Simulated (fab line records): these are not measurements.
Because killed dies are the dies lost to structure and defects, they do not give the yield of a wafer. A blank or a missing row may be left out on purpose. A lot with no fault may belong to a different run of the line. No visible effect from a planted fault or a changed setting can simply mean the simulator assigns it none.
Which tool was responsible? -- flow n5_finfet -- 33 wafers from 11 lots sampled at 5 of the route's 1938 steps

WHAT THE GAUGES READ, wafer by wafer
N5_BEOL_M10_THK_MEAS_01. Usual: M10_ILD_THK gives 268 nm (standard deviation 3.1).
lot,measured,on,M10_ILD_THK (nm),flag
L238,day 10 16:45,film_metro-01,269 269 277,
L240,day 11 09:08,film_metro-01,267 270 270,
L243,day 11 23:40,film_metro-02,267 265 269,
L245,day 12 18:22,film_metro-02,270 271 270,
L248,day 13 04:20,film_metro-02,263 260 259,
L250,day 13 12:49,film_metro-02,264 268 269,
L249,day 13 13:41,film_metro-01,264 264 269,
L253,day 14 15:38,film_metro-02,268 269 271,
L255,day 14 22:26,film_metro-01,271 274 272,
L256,day 15 02:49,film_metro-02,269 266 269,
L258,day 15 16:00,film_metro-01,267 269 271,

N5_BEOL_M10_CD_MEAS_11: the cd target is 64.1 nm. Usual: cd_nm reads 64.0 nm (standard deviation 0.45).
lot,measured,on,cd_nm (nm),flag
L238,day 10 18:21,cd_sem-03,63.8 63.7 63.9,
L240,day 11 11:43,cd_sem-02,64.1 63.5 63.6,
L243,day 12 01:19,cd_sem-01,63.9 64.3 64.1,
L245,day 12 19:20,cd_sem-03,63.7 64.7 64.0,
L248,day 13 05:19,cd_sem-01,63.3 64.6 63.6,
L250,day 13 15:42,cd_sem-02,63.9 64.3 64.3,
L249,day 13 15:52,cd_sem-03,63.9 64.9 64.2,
L253,day 14 17:25,cd_sem-01,64.6 64.5 64.2,
L255,day 15 01:02,cd_sem-03,63.4 64.0 63.5,
L256,day 15 04:21,cd_sem-03,64.6 64.1 64.8,
L258,day 15 18:22,cd_sem-02,64.4 64.1 64.0,

N5_BEOL_M10_CD_MEAS_28: the cd target is 70 nm. Usual: cd_nm reads 70.0 nm (standard deviation 0.95).
lot,measured,on,cd_nm (nm),flag
L238,day 10 20:08,cd_sem-01,69.6 69.4 70.7,
L240,day 11 12:50,cd_sem-02,69.9 69.8 70.1,
L243,day 12 03:40,cd_sem-02,71.0 72.6 71.9,
L245,day 12 21:16,cd_sem-03,69.8 70.9 69.6,
L248,day 13 09:55,cd_sem-01,69.2 70.1 70.8,
L250,day 13 17:08,cd_sem-03,69.4 70.1 69.4,
L249,day 13 17:19,cd_sem-02,70.1 70.0 69.1,
L253,day 14 18:14,cd_sem-01,69.0 69.8 69.3,
L255,day 15 03:38,cd_sem-02,69.0 69.7 70.1,
L256,day 15 06:23,cd_sem-02,64.8 65.4 65.4,OFF
L258,day 15 19:50,cd_sem-03,66.8 66.0 65.9,OFF

WHICH TOOL RAN EACH LOT (tool, then ch and the chambers of the sampled wafers, then the start)
lot,N5_BEOL_M10_CURE_71,N5_BEOL_M10_EXPOSE_25
L238,"uv_cure-02 ch 2, day 10 16:14","arfi_scanner-02 ch 0, day 10 19:59"
L240,"uv_cure-03 ch 1, day 11 08:37","arfi_scanner-03 ch 0, day 11 12:43"
L243,"uv_cure-03 ch 1, day 11 23:10","arfi_scanner-03 ch 0, day 12 03:32"
L245,"uv_cure-01 ch 1, day 12 18:06","arfi_scanner-01 ch 0, day 12 21:09"
L248,"uv_cure-01 ch 0, day 13 03:50","arfi_scanner-03 ch 0, day 13 09:47"
L250,"uv_cure-01 ch 0, day 13 12:19","arfi_scanner-01 ch 0, day 13 17:01"
L249,"uv_cure-03 ch 1, day 13 12:41","arfi_scanner-02 ch 0, day 13 17:11"
L253,"uv_cure-01 ch 0, day 14 15:13","arfi_scanner-03 ch 0, day 14 18:07"
L255,"uv_cure-02 ch 2, day 14 21:27","arfi_scanner-03 ch 0, day 15 03:30"
L256,"uv_cure-02 ch 0, day 15 01:50","arfi_scanner-03 ch 0, day 15 06:16"
L258,"uv_cure-01 ch 0, day 15 15:39","arfi_scanner-03 ch 0, day 15 19:43"
- N5_BEOL_M10_CURE_71: cures SiCOH lowk, time 240 s.
- N5_BEOL_M10_EXPOSE_25: exposes mask V9.

WHAT THE TOOLS THEMSELVES READ (means of the sampled wafers that have a number; where no wafer has one, the mark that the record gives instead)
N5_BEOL_M10_CURE_71. Usual: lamp_power_pct 52.30 %, standard deviation 0.048; wafer_temp_C_max 386.5, standard deviation 0.67.
lot,tool,lamp_power_pct (%),wafer_temp_C_max,flag
L238,uv_cure-02,52.32,386.9,
L240,uv_cure-03,52.35,385.6,
L243,uv_cure-03,52.30,386.5,
L245,uv_cure-01,52.33,385.9,
L248,uv_cure-01,52.26,387.6,
L250,uv_cure-01,52.26,388.2,
L249,uv_cure-03,52.30,386.4,
L253,uv_cure-01,52.29,387.5,
L255,uv_cure-02,52.29,386.7,
L256,uv_cure-02,52.32,385.4,
L258,uv_cure-01,52.27,387.5,

N5_BEOL_M10_EXPOSE_25. Usual: exposure_dose_mJ_cm2 reads 85.44 (standard deviation 0.096).
lot,tool,exposure_dose_mJ_cm2,flag
L238,arfi_scanner-02,85.45,
L240,arfi_scanner-03,85.41,
L243,arfi_scanner-03,85.42,
L245,arfi_scanner-01,85.58,
L248,arfi_scanner-03,85.45,
L250,arfi_scanner-01,85.48,
L249,arfi_scanner-02,85.53,
L253,arfi_scanner-03,85.31,
L255,arfi_scanner-03,85.46,
L256,arfi_scanner-03,81.35,OFF
L258,arfi_scanner-03,82.18,OFF

THE ANSWER, worked out from the rows above alone
Rule: a lot counts as off when the mean over its wafers that have a number is more than 3 standard deviations away from the usual mean. A lot without any number at a reading at which 4 lots or more have one is off too. Any other lot the step has rows for is counted as sound. After the gauges, taken in route order, come the tools' own readings; for these a lot's mean is taken, as printed above. The first step at which some lot is off is used, and at that step the reading that is off furthest; a lot without a number counts as furthest.
Off at N5_BEOL_M10_CD_MEAS_28 (cd_nm): L256, L258.
If a tool, at a process step before that reading, ran all the lots that are off and no sound lot after the first of them, it fits. The gauges at N5_BEOL_M10_CD_MEAS_28 aren't tried: what is off there is off at N5_BEOL_M10_EXPOSE_25 too, on other tools, and a gauge's error can't cause that. One fits: arfi_scanner-03 at N5_BEOL_M10_EXPOSE_25. A fault onset in the window from L255 (day 15 03:30, its last sound lot) to L256 (day 15 06:16, its first lot off) fits.
On the lots that are off, the tool's own readings at N5_BEOL_M10_EXPOSE_25 differ by more than 5 times the standard deviation of the sound lots' means, which bears it out; exposure_dose_mJ_cm2 reads 81.77 there versus 85.45 on the sound lots.

WHAT THE SIMULATOR HAD INSERTED
Process parameter drift: arfi_scanner-03, from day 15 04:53 on, at N5_BEOL_M10_EXPOSE_25. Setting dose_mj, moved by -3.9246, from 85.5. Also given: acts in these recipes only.
Shown lots that were struck: L256, L258. Same finding as the rule above.
